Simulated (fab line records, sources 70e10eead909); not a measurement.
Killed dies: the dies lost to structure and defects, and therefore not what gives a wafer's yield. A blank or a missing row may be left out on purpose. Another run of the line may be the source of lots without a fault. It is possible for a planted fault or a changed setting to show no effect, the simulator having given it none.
A lot that was struck, set against a sound lot :: flow nand harc :: 41 out of 1302 route steps
Sound: these wafers, L873.1, L873.3, L873.4. The struck wafers were L880.3, L880.5, L880.6. The cause is given at the end.
Order at every step that has rows: each side's tool, ch and its chambers, its first start. Under that, the readings that differ: sound wafers :: struck wafers :: difference of the means :: sigmas: that difference in standard deviations of wafers without a fault.
alike: a reading whose means differ by less than 2 such deviations, as well as words and numbers matching on both sides. not compared: withheld readings; readings where some wafer has no value; bounds like >300 that might hide an equal value; numbers whose values overlap and for which the record gives no deviation.
Wherever a step has rows on one side only, a row that says differs or no value, or a row with sigmas, the two part there. Numbers that don't overlap but have no deviation are shown without sigmas and don't part them. Lack of a reading on every wafer of one side parts them only where that side has two or more wafers.

first, 7 steps without rows for these wafers: NHARC_A_SGD_CUT_COAT_57 (time 65 s); NHARC_A_SGD_CUT_COAT_03 (resist thk 90 nm); NHARC_A_SGD_CUT_SOFTBAKE_04 (time 55 s); NHARC_A_SGD_CUT_EBR_05; NHARC_A_SGD_CUT_EXPOSE_06 (exposes mask SGD); NHARC_A_SGD_CUT_PEB_07 (peb time 65 s); NHARC_A_SGD_CUT_DEVELOP_08 (develop time 35 s).
NHARC_A_SGD_CUT_CD_MEAS_09: target cd 100 nm.
  sound on cd sem-01 ch 0, day 19 17:16; struck on cd sem-01 ch 0, day 23 10:31
  alike: cd nm
NHARC_A_SGD_CUT_OVL_MEAS_10:
  sound on overlay-01, day 19 17:21; struck on overlay-01, day 23 10:36
  alike: overlay x nm, overlay y nm
NHARC_A_SGD_CUT_INSPECT_11:
  sound on defect inspect-02, day 19 17:23; struck on defect inspect-01, day 23 10:38
  alike: raw defect count
then, 1 step without rows for these wafers: NHARC_A_SGD_CUT_DESCUM_14 (chemistry O2, time 3 s).
NHARC_A_SGD_CUT_ETCH_58: etches the open film in CF4, target depth 39 nm, time 65 s.
  sound on rie diel-06 ch 0,1,3, day 19 17:32; struck on rie diel-08 ch 1,2,3, day 23 10:48
  alike: cf4 flow sccm, drypump motor current A, oes product au, rf vpp V, showerhead plenum p Torr, throttle valve pct
  not compared: rf hours counter h
NHARC_A_SGD_CUT_ETCH_59: etches the open film in N2/H2, target depth 260 nm, time 406.25 s.
  sound on rie diel-06 ch 0,1,2, day 19 17:38; struck on rie diel-08 ch 1,2,3, day 23 10:56
  alike: drypump motor current A, oes product au, rf vpp V, showerhead plenum p Torr, throttle valve pct
  not compared: rf hours counter h
NHARC_A_SGD_CUT_ETCH_15: etches the open film in CH3F/O2, target depth 75 nm, time 64.3 s.
  sound on rie diel-06 ch 1,2,3; struck on rie diel-08 ch 1,2,3
  alike: drypump motor current A, oes product au, rf vpp V, showerhead plenum p Torr, throttle valve pct
  not compared: rf hours counter h
NHARC_A_SGD_CUT_ETCH_16: etches the open film in C4F8/O2/Ar, target depth 310.5 nm, time 155.2 s.
  sound on rie diel-06 ch 0,2,3; struck on rie diel-08 ch 0,2,3
  alike: oes product au, rf vpp V
  not compared: rf hours counter h
then, 7 steps without rows for these wafers: NHARC_A_SGD_CUT_STRIP_60 (strips in C4F8/O2/Ar); NHARC_A_SGD_CUT_STRIP_17 (strips in O2); NHARC_A_SGD_CUT_PRECLEAN_18 (cleans in SC1); NHARC_A_SGD_CUT_SRD_19; NHARC_A_SGD_CUT_DEP_20 (deposits SiO2, target thk 150 nm); NHARC_A_SGD_CUT_ANNEAL_27 (time 1800 s); NHARC_A_SGD_CUT_CMP_21 (polishes, target thk 148.19 nm).
NHARC_A_SGD_CUT_THK_MEAS_22: measures by ellipsometry.
  sound on film metro-01, day 19 23:19; struck on film metro-02, day 23 16:53
  alike: thk nm
then, 4 steps without rows for these wafers: NHARC_A_SGD_CUT_SRD_23; NHARC_A_SGD_CUT_ETCH_26 (etches SiO2 in dHF, target depth 45.8 nm); NHARC_A_SGD_CUT_ETCHBACK_24 (etches the open film in CH3F/O2, target depth 50 nm, time 92.857 s); NHARC_A_SGD_CUT_STRIP_28 (strips in O2, time 20 s).
NHARC_A_SLIT_DEP_25: deposits SiO2, target thk 200 nm.
  sound on pecvd-02 ch 0,1,2, day 19 23:58; struck on pecvd-02 ch 0,1, day 23 17:31
  alike: heater power w, throttle valve pct
then, 1 step without rows for these wafers: NHARC_A_SLIT_DEP_00 (deposits aC, target thk 6200 nm).
NHARC_A_SLIT_DEP_23: deposits SiON, target thk 100 nm.
  sound on pecvd-02 ch 1,2, day 20 07:37; struck on pecvd-02 ch 0,2, day 23 23:32
  alike: heater power w
then, 8 steps without rows for these wafers: NHARC_A_SLIT_DEHYDRATE_01 (time 120 s); NHARC_A_SLIT_HMDS_02 (time 30 s); NHARC_A_SLIT_COAT_03 (resist thk 90 nm); NHARC_A_SLIT_SOFTBAKE_04 (time 55 s); NHARC_A_SLIT_EBR_05; NHARC_A_SLIT_EXPOSE_06 (exposes mask SLIT); NHARC_A_SLIT_PEB_07 (peb time 65 s); NHARC_A_SLIT_DEVELOP_08 (develop time 35 s).
NHARC_A_SLIT_CD_MEAS_09: target cd 300 nm.
  sound on cd sem-01 ch 0, day 20 08:17; struck on cd sem-03 ch 0, day 24 00:06
  alike: cd nm
NHARC_A_SLIT_OVL_MEAS_10:
  sound on overlay-02, day 20 08:23; struck on overlay-01, day 24 00:11
reading: overlay x nm (nm)
sound: 0.5 0.3 0.8
struck: -0.9 -1.5 -1.3
difference: -1.8
sigmas: -2
  alike: overlay y nm
-- record jumps: 5 days between struck wafers' starts before vs after; left off in module A_SLIT, resumes in module END, first step shown is number 1302 of the route --
NHARC_END_SORT_01:
  only the struck wafers appear in the record here, on prober-02 ch 0 at day 28 17:42; the sound ones have no rows

## WHERE THEY PART
Last at NHARC_END_SORT_01 as far as this record goes, first at NHARC_A_SLIT_OVL_MEAS_10.

WHY: what the simulator had put in
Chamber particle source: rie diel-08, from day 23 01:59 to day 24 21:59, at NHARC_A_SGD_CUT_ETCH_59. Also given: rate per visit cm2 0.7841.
